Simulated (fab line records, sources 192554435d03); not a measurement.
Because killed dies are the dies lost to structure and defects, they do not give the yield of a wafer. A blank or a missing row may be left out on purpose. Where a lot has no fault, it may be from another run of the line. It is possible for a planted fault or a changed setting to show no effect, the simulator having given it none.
fab line records ; flow n5-finfet
record lots=4; wafers=12; last-day=17
route steps=1938 shown BEOL_M13@1672
lots that met no fault: from a run of the same line without faults
start-h: the number of hours between the record's first day and the start of the first shown wafer of the lot ; wait-h: how many hours have passed since the lot's step before this one ; " unchanged from the row above ; L1.1+2: a row that stands for several wafers ; - no value present, or no start provided ; * or withheld: withheld ; < > ~ a bound
route shown NAME@n: a module of which the file shows steps, and the number in the route of the first ; usual: average and standard deviation across the fault-free wafers ; same: alike in all rows ; chamber/n: place in a boat ; sites: per-site readings ; _std_site: the values' standard deviation ; _edge_site: the outer-site mean with the inner-site mean subtracted ; radius-mm: for every site, how far away it sits from the centre of the wafer ; mask NAME#n: copy n ; behind: the most recent tool/chamber to have shaped the wafer ; hold: the reason the lot was held/the length of the hold in hours/how it ended ; device: whichever transistor did not switch (one of n, p or np) ; end of line: tests run on the same wafers once the route is complete ; a step with no rows: only its recipe ; killed: dies lost to structure and defects at the first sort, not the wafer's yield ; map: the dies of a wafer, with x for killed, . for not killed, _ for no die there
set.NAME: setting as actually run; set.NAME@STEP: the setting as run at that earlier step ; model.NAME: the simulator's own value behind a step, which no gauge read
a table for each step, a row for each wafer; lots at some steps of the route
services: a tool's chamber out of use, with start hour (start-h, from the record's first day; less than 0 if before it), hours out, and reason
## steps
# step N5_BEOL_M13_DESCUM_15
# recipe chemistry=O2; time-s=7.9; source-power-w=50; bias-power-w=20; pressure-mtorr=20; rf-frequency-hz=2.712e+07; temp-c=40; o2-flow-sccm=225
# step N5_BEOL_M13_ETCH_59
# recipe chemistry=N2/H2; target=BARC; target-depth-a=890; overetch-a=267; time-s=67.9; ion-energy-ev=200; pressure-mtorr=30; source-w=840; bias-w=150; n2-flow-sccm=200; h2-flow-sccm=200
# step N5_BEOL_M13_VIA_ETCH_16
# recipe chemistry=C4F8/O2/Ar; target=SiOC; pressure-mtorr=30; source-w=3000; bias-w=700; Ar_flow_sccm=400; C4F8_flow_sccm=15; O2_flow_sccm=8; he-inner-torr=15; he-outer-torr=30; target-depth-a=9217; time-s=withheld; ion-energy-ev=250; ends=cleared
# step N5_BEOL_M13_STRIP_63
# recipe chemistry=N2/H2; power-w=1000; temp-c=250; h2-frac=0.65; overash-fraction=0.3; pressure-mtorr=1000; n2-flow-sccm=1750; h2-flow-sccm=3250
# step N5_BEOL_M13_STRIP_64
# recipe chemistry=N2/H2; power-w=1000; temp-c=250; h2-frac=0.65; overash-fraction=0.3; pressure-mtorr=withheld; n2-flow-sccm=1750; h2-flow-sccm=3250
# step N5_BEOL_M13_STRIP_71
# recipe chemistry=post-etch-residue-remover; time-s=60; temp-c=25; remover-ph=withheld; remover-water-wt-pct=withheld; remover-fluoride-wt-pct=withheld
# step N5_BEOL_M13_SRD_72
# recipe time-s=30; temp-c=23; rinse-liquid=diw; dry=n2-spin; spin-rpm=1500; dry-time-s=30
# step N5_BEOL_M13_COAT_65
# recipe resist=SOC; temp-c=250; time-s=60; spin-rpm=1500; resist-thk-nm=350
# step N5_BEOL_M13_COAT_66
# recipe resist=SiARC; temp-c=220; time-s=60; spin-rpm=1500; resist-thk-nm=110
# usual spin-speed-rpm=1499.9/1.1
lot.wafer;tool;chamber;start-h;wait-h;spin-speed-rpm;model.SiARC_of_BEOL_M13_COAT_66.thk-nm
L525.2;litho-track-05;0;295.58;-;1500.3;110.4
L525.4;litho-track-05;0;295.58;-;1500.9;110.2
L525.6;litho-track-05;0;295.58;-;1498.0;110.4
L531.2;litho-track-05;0;336.70;-;1673.3;104.2
L531.4;litho-track-05;0;336.70;-;1673.4;104.4
L531.6;litho-track-05;0;336.70;-;1673.5;104.2
L537.1;litho-track-05;0;361.49;-;1672.3;104.8
L537.2;litho-track-05;0;361.49;-;1673.5;104.6
L537.4;litho-track-05;0;361.49;-;1673.5;104.6
L538.1;litho-track-02;0;373.78;-;1501.7;110.6
L538.5;litho-track-02;0;373.78;-;1500.6;110.6
L538.6;litho-track-02;0;373.78;-;1499.1;110.4
# step N5_BEOL_M13_COAT_22
# recipe spin-rpm=2888; resist-thk-nm=300
# step N5_BEOL_M13_EBR_24
# recipe solvent=PGMEA; ebr-width-mm=1.5
# step N5_BEOL_M13_SOFTBAKE_23
# recipe temp-c=130; time-s=60
# step N5_BEOL_M13_EXPOSE_25
# recipe mask-id=M13; na=0.93; source-shape=conventional; sigma-outer=0.4; polarization=unpolarized; target-cd-nm=210; dose-mj=22
# step N5_BEOL_M13_PEB_26
# recipe peb-temp-c=130; peb-time-s=90
# step N5_BEOL_M13_DEVELOP_27
# recipe develop-time-s=45; rinse-liquid=diw; dry=air-spin; dev-temp-c=21
# step N5_BEOL_M13_HARDBAKE_32
# recipe temp-c=130; time-s=120
# step N5_BEOL_M13_DESCUM_33
# recipe chemistry=O2; time-s=7.9; source-power-w=50; bias-power-w=20; pressure-mtorr=20; rf-frequency-hz=2.712e+07; temp-c=40; o2-flow-sccm=225
# step N5_BEOL_M13_ETCH_67
# recipe chemistry=CF4; target=SiARC; target-depth-a=1430; time-s=238.3; ion-energy-ev=80; pressure-mtorr=40; source-w=545; bias-w=36; Ar_flow_sccm=100; cf4-flow-sccm=100; ends=cleared
# usual drypump-motor-current-A=5.5/0.52; etch-rf-on-time-s=239/5.4; oes-product-au=0.65/0.067; rf-vpp-V=184.1/1.1; showerhead-plenum-p-Torr=2.15/0.077; throttle-valve-pct=15.75/0.23
lot.wafer;tool;chamber;start-h;wait-h;drypump-motor-current-A;etch-rf-on-time-s;oes-product-au;rf-hours-counter-h;rf-vpp-V;showerhead-plenum-p-Torr;throttle-valve-pct;model.etch.depth-nm;model.coat_of_BEOL_M13_COAT_22.thk-nm
L525.2;rie-diel-05;0;295.99;0.0;5.8;239;0.68;99;183.9;2.25;15.60;110.3;211.4
L525.4;rie-diel-05;3;295.99;0.0;6.1;244;0.70;65;184.0;2.09;15.34;110.3;211.8
L525.6;rie-diel-05;0;295.99;0.0;5.8;242;0.68;-;185.0;2.25;15.60;110.3;211.4
L531.2;rie-diel-03;0;337.24;0.0;4.9;226;0.62;206;182.9;2.03;15.95;104.2;215.4
L531.4;rie-diel-03;3;337.24;0.0;6.3;223;0.75;53;183.0;2.10;15.79;104.5;215
L531.6;rie-diel-03;3;337.24;0.0;6.3;223;0.74;-;183.6;2.10;15.78;104.3;215.6
L537.1;rie-diel-04;0;362.22;0.0;5.3;226;0.60;208;182.1;2.12;15.54;104.8;215.6
L537.2;rie-diel-04;2;362.22;0.0;5.1;223;0.58;246;182.4;2.03;15.85;104.7;215.4
L537.4;rie-diel-04;0;362.22;0.0;5.3;226;0.60;-;183.2;2.12;15.53;104.6;214.8
L538.1;rie-diel-03;2;374.19;0.0;6.2;232;0.74;45;184.9;2.18;15.34;110.5;212
L538.5;rie-diel-03;0;374.19;0.0;4.9;244;0.61;-;183.6;2.03;15.99;110.5;212.4
L538.6;rie-diel-03;1;374.19;0.0;6.0;246;0.57;-;183.2;2.12;15.96;110.4;212.6
# step N5_BEOL_M13_ETCH_68
# recipe chemistry=N2/H2; target=SOC; mask-material=SiARC; source-w=3000; bias-w=350; temp-c=40; time-s=355; ion-energy-ev=200; pressure-mtorr=30; n2-flow-sccm=200; h2-flow-sccm=200
# usual drypump-motor-current-A=5.5/0.52; oes-product-au=0.76/0.079; rf-vpp-V=524.1/2.7; showerhead-plenum-p-Torr=2.54/0.095; throttle-valve-pct=17.84/0.25
lot.wafer;tool;chamber;start-h;wait-h;drypump-motor-current-A;oes-product-au;rf-hours-counter-h;rf-vpp-V;showerhead-plenum-p-Torr;throttle-valve-pct;model.SiARC_of_BEOL_M13_COAT_66.thk-nm
L525.2;rie-diel-05;0;296.14;0.1;5.8;0.81;99;529.3;2.68;17.67;77
L525.4;rie-diel-05;3;296.14;0.1;6.2;0.84;65;522.3;2.45;17.43;76.8
L525.6;rie-diel-05;0;296.14;0.1;5.8;0.80;-;526.7;2.68;17.67;77
L531.2;rie-diel-03;0;337.39;0.1;4.9;0.73;206;519.5;2.42;18.14;71.6
L531.4;rie-diel-03;3;337.39;0.1;6.3;0.87;53;522.1;2.46;17.81;71
L531.6;rie-diel-03;3;337.39;0.1;6.3;0.87;-;522.8;2.46;17.80;70.8
L537.1;rie-diel-04;0;362.37;0.1;5.3;0.69;208;523.0;2.53;17.65;72.4
L537.2;rie-diel-04;2;362.37;0.1;5.1;0.67;246;519.3;2.39;17.79;72.2
L537.4;rie-diel-04;0;362.37;0.1;5.3;0.69;-;524.2;2.53;17.64;72.2
L538.1;rie-diel-03;2;374.34;0.1;6.1;0.88;45;525.6;2.58;17.40;76.2
L538.5;rie-diel-03;0;374.34;0.1;4.9;0.72;-;520.2;2.41;18.17;77.6
L538.6;rie-diel-03;1;374.34;0.1;6.0;0.68;-;523.7;2.51;18.08;77.8
# step N5_BEOL_M13_STRIP_69
# recipe chemistry=N2/H2; temp-c=40; n2-flow-sccm=200; h2-flow-sccm=200; rf-frequency-hz=6e+07
## services
tool;chamber;start-h;hours;kind
litho-track-05;-;278.96;-;consumable-replace:filter
rie-diel-04;3;309.13;11.7;repair
rie-diel-04;1;326.22;4.5;repair
rie-diel-04;3;358.52;5.5;repair
rie-diel-04;2;371.62;-;clean
rie-diel-04;2;371.62;-;consumable-replace:focus-ring
rie-diel-04;2;371.62;-;consumable-replace:showerhead
rie-diel-04;2;371.62;24.5;scheduled-down
rie-diel-04;2;371.62;24.5;vent-cycle
## key
first-sign step=N5_BEOL_M13_COAT_66; reading=spin-speed-rpm; direction=up; sigmas=99+; usual=*; struck=*
effect step=N5_BEOL_M13_ETCH_67; reading=etch-rf-on-time-s; direction=down; sigmas=2.6; usual=*; struck=*
model-effect step=N5_BEOL_M13_COAT_66; value=SiARC_of_BEOL_M13_COAT_66.thk-nm; without=110.4; struck=104.5
model-effect step=N5_BEOL_M13_ETCH_67; value=etch.depth-nm; without=110.4; struck=104.5
model-effect step=N5_BEOL_M13_ETCH_68; value=SiARC_of_BEOL_M13_COAT_66.thk-nm; without=77.57; struck=71.7
met-at N5_BEOL_M13_COAT_66
struck-wafers L531.2,L531.4,L531.6,L537.1,L537.2,L537.4
onset-between 295.58 336.70
fault kind=process-parameter-drift; tool=litho-track-05; chamber=-; onset-h=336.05; steps=N5_BEOL_M13_COAT_66; channel=spin-rpm; offset=*; shape=step; end-h=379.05; acts-in=*; stated=*
